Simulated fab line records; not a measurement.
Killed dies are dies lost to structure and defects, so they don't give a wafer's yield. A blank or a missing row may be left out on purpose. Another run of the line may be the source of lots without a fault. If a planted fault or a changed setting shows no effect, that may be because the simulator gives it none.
Chamber matching / flow n5Finfet / aldSin-04 running N5_ILD0_ALD_15: 4 sister chambers
The step deposits SiNx, target thk 24 nm, pulse time 1 s, ald cycles 480. 8 wafers are shown with their chamber, then 11 later ones without.

## WAFERS WITH THEIR CHAMBER
wafer=L081.1; chamber=0; heaterPowerW (W)=773; precursorPulseHeightRel=1.026
wafer=L086.1; chamber=1; heaterPowerW (W)=868; precursorPulseHeightRel=0.971
wafer=L086.2; chamber=2; heaterPowerW (W)=778; precursorPulseHeightRel=0.981
wafer=L086.5; chamber=2; heaterPowerW (W)=763; precursorPulseHeightRel=1.019
wafer=L089.1; chamber=3; heaterPowerW (W)=857; precursorPulseHeightRel=0.995
wafer=L089.2; chamber=1; heaterPowerW (W)=886; precursorPulseHeightRel=1.004
wafer=L089.4; chamber=0; heaterPowerW (W)=757; precursorPulseHeightRel=1.037
wafer=L092.2; chamber=3; heaterPowerW (W)=836; precursorPulseHeightRel=1.006

## WAFERS WITHOUT THEIR CHAMBER
wafer=L092.4; heaterPowerW (W)=773; precursorPulseHeightRel=1.005
wafer=L092.6; heaterPowerW (W)=790; precursorPulseHeightRel=1.012
wafer=L093.2; heaterPowerW (W)=870; precursorPulseHeightRel=0.984
wafer=L093.5; heaterPowerW (W)=851; precursorPulseHeightRel=0.977
wafer=L093.6; heaterPowerW (W)=786; precursorPulseHeightRel=1.022
wafer=L094.1; heaterPowerW (W)=842; precursorPulseHeightRel=1.009
wafer=L094.4; heaterPowerW (W)=768; precursorPulseHeightRel=1.011
wafer=L094.6; heaterPowerW (W)=874; precursorPulseHeightRel=0.985
wafer=L095.1; heaterPowerW (W)=862; precursorPulseHeightRel=0.990
wafer=L095.3; heaterPowerW (W)=764; precursorPulseHeightRel=0.994
wafer=L095.4; heaterPowerW (W)=770; precursorPulseHeightRel=0.971

## CHAMBER TAKEN BY EACH
wafer=L092.4; from the rows above=can't be placed: 2 or 0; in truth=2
wafer=L092.6; from the rows above=can't be placed: 2 or 0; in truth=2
wafer=L093.2; from the rows above=can't be placed: 1 or 3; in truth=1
wafer=L093.5; from the rows above=can't be placed: 3 or 1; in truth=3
wafer=L093.6; from the rows above=can't be placed: 2 or 0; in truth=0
wafer=L094.1; from the rows above=3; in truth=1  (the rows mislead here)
wafer=L094.4; from the rows above=can't be placed: 2 or 0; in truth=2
wafer=L094.6; from the rows above=1; in truth=1
wafer=L095.1; from the rows above=can't be placed: 1 or 3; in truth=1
wafer=L095.3; from the rows above=can't be placed: 2 or 0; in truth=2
wafer=L095.4; from the rows above=can't be placed: 2 or 0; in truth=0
Placed correctly: 1 of 11. Can't be placed from these rows: 9 (the true chamber is among the candidates in 9). Wrongly placed: 1.
How it was worked out, from the rows above alone: a wafer's distance from a chamber is the root of the sum, over the readings, of the square of ((its reading less the chamber's mean) divided by the reading's scatter). The wafer belongs to the nearest chamber; if the next one is less than 2 further off, it can't be placed. The mean given for a chamber averages the wafers shown for that chamber. The scatter: the root of (the sum of the squares of (reading less its chamber's mean) over the shown wafers, divided by (wafers less chambers)).
